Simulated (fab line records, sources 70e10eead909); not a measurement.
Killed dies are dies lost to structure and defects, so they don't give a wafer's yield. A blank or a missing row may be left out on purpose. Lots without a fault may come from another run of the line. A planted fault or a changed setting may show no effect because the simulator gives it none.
Which tool did it? | flow nand_harc | 6 lots, 18 wafers sampled, at 1 step of a route of 1302

WHAT THE GAUGES READ, wafer by wafer
NHARC_A_SLIT_CD_MEAS_21.
lot  | measured     | on        | cd_nm (nm)
L568 | day 21 01:58 | cd_sem-02 | 289.0 290.1 288.9
L577 | day 24 12:33 | cd_sem-02 | 290.4 290.1 290.2
L583 | day 26 14:08 | cd_sem-03 | 289.2 289.3 289.8
L586 | day 27 18:59 | cd_sem-03 | 289.6 289.6 290.1
L590 | day 29 21:35 | cd_sem-03 | 290.2 291.2 290.4
L587 | day 30 01:24 | cd_sem-01 | 289.5 289.6 289.2

WHICH TOOL RAN EACH LOT (tool, then ch and the chambers of the sampled wafers, then the start)
The record holds no process step before these readings.

THE ANSWER, worked out from the rows above alone
Rule: what is usual is taken from the lots themselves. Put in order of their means at a reading, lots are off if they are a third of the lots or fewer, leave a main group of 4 or more, and stand apart from it by a gap of 3 or more times the standard deviation of the main group's means; of several such gaps the widest counts. A main group whose means are all the same, to the digits that the tables above print for the reading, isn't used. A lot without any number at a reading at which 4 lots or more have one is off too. The other lots that the step has rows for count as sound.
No lot is off at any reading shown: from this, nothing can be told.

WHAT THE SIMULATOR HAD PUT IN
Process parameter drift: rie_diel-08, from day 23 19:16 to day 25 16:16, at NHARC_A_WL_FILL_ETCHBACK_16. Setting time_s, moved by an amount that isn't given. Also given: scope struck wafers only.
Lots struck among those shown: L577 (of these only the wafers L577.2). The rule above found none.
